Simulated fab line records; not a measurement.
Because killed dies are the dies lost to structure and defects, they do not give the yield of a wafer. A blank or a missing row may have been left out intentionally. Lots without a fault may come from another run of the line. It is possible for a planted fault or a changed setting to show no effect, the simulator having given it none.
Struck lot and sound lot, side by side + flow n5Finfet + 15 out of 1938 route steps
Sound: the wafers L757.1, L757.2, L757.5. Struck: wafers L766.1, L766.3, L766.5. Last of all comes the cause.
For every step that has rows: the tool of each side, followed by ch and its chambers, followed by its first start. Under that, the readings that differ: sound wafers + struck wafers + difference of the means + sigmas: that difference in standard deviations of wafers without a fault.
alike: a reading whose means differ by less than 2 such deviations, as well as words and numbers matching on both sides. not compared: withheld readings; readings where some wafer has no value; bounds like >300 that might hide an equal value; numbers whose values overlap and for which the record gives no deviation.
Wherever a step has rows on one side only, a row that says differs or no value, or a row with sigmas, the two part there. Numbers that have no deviation but don't overlap get no sigmas and don't part them. A reading that every wafer of one side lacks parts them only if that side has two wafers or more.

N5_BEOL_M13_CMP_49: polishes, stops on SiOC, t overpolish 17.1 s, target thk 420 nm.
  sound on cmp-03 ch 2,3, day 11 23:26; struck on cmp-02 ch 0,1,2, day 15 13:14
  alike: barrierFieldEndpointS, motorCurrentA, overpolishRunS, platenRpm
N5_BEOL_M13_THK_MEAS_50: measures by xrf.
  sound on filmMetro-02, day 11 23:41; struck on filmMetro-02, day 15 13:28
  alike: M13_THK
then, 1 step without rows for these wafers: N5_BEOL_M13_PRE_CLEAN_52 (time 15 s).
N5_BEOL_M13_DEP_53: deposits SiCN from 3MS/NH3, target thk 50 nm, time 17.8 s.
  sound on pecvd-03 ch 0,1, day 11 23:45; struck on pecvd-02 ch 0,1, day 15 13:31
  alike: rfFwdPowerW, showerheadPlenumPTorr, throttleValvePct
N5_BEOL_M13_RS_MEAS_54: a four-point-probe measurement.
  sound on filmMetro-01, day 11 23:49; struck on filmMetro-01, day 15 13:35
  alike: M13_RS
N5_BEOL_M13_INSPECT_55: inspects for defects (darkfield).
  sound on defectInspect-02, day 11 23:51; struck on defectInspect-01, day 15 13:37
  alike: rawDefectCount
N5_BEOL_M14_ILD_DEP_00: deposits SiO2 from TEOS/O2, target thk 1119.3 nm, time 237.4 s.
  sound on pecvd-04 ch 0,1, day 11 23:53; struck on pecvd-03 ch 0,1, day 15 13:39
  alike: heaterPowerW, rfFwdPowerW, showerheadPlenumPTorr, throttleValvePct
N5_BEOL_M14_THK_MEAS_01:
  sound on filmMetro-01, day 12 00:09; struck on filmMetro-02, day 15 13:50
  alike: M14_ILD_THK
then, 4 steps without rows for these wafers: N5_BEOL_M14_COAT_58 (time 60 s, resist thk 89 nm); N5_BEOL_M14_COAT_04 (resist thk 800 nm); N5_BEOL_M14_EBR_06; N5_BEOL_M14_SOFTBAKE_05 (time 60 s).
N5_BEOL_M14_EXPOSE_07: exposes mask V13.
  sound on krfScanner-02 ch 0, day 12 00:25; struck on krfScanner-02 ch 0, day 15 13:58
| reading           | sound             | struck            | difference | sigmas |
|-------------------|-------------------|-------------------|------------|--------|
| exposureDoseMJCm2 | 56.97 56.97 57.00 | 58.23 58.17 58.17 | +1.21      | +22    |
  alike: mask, focusOffsetNm
then, 1 step without rows for these wafers: N5_BEOL_M14_PEB_08 (peb time 90 s).
N5_PASSIVATION_PROBE_49:
  sound on prober-01, day 13 04:06; struck on prober-01, day 16 16:14
| reading         | sound  | struck   | difference | sigmas |
|-----------------|--------|----------|------------|--------|
| killed_at_M4_up | 9 3 10 | 31 32 15 | +19        | +3     |
  alike: defectLimitedYield, killed_at_M0_to_M3, killedAtContacts, killedAtFrontEnd, killedAtOther, killedDies, killedOpen, killedShort, sort_bin_4_leakage, sort_bin_5_function, sort_bin_6_memory, sort_bin_8_speed, sortNPass, sortYieldPct

## WHERE THEY PART
At N5_BEOL_M14_EXPOSE_07 first; at N5_PASSIVATION_PROBE_49 last (within this record only).

WHY: what the simulator had put in
Process parameter drift: krfScanner-02, from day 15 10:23 on, at N5_BEOL_M14_EXPOSE_07. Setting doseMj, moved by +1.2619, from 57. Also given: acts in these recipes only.
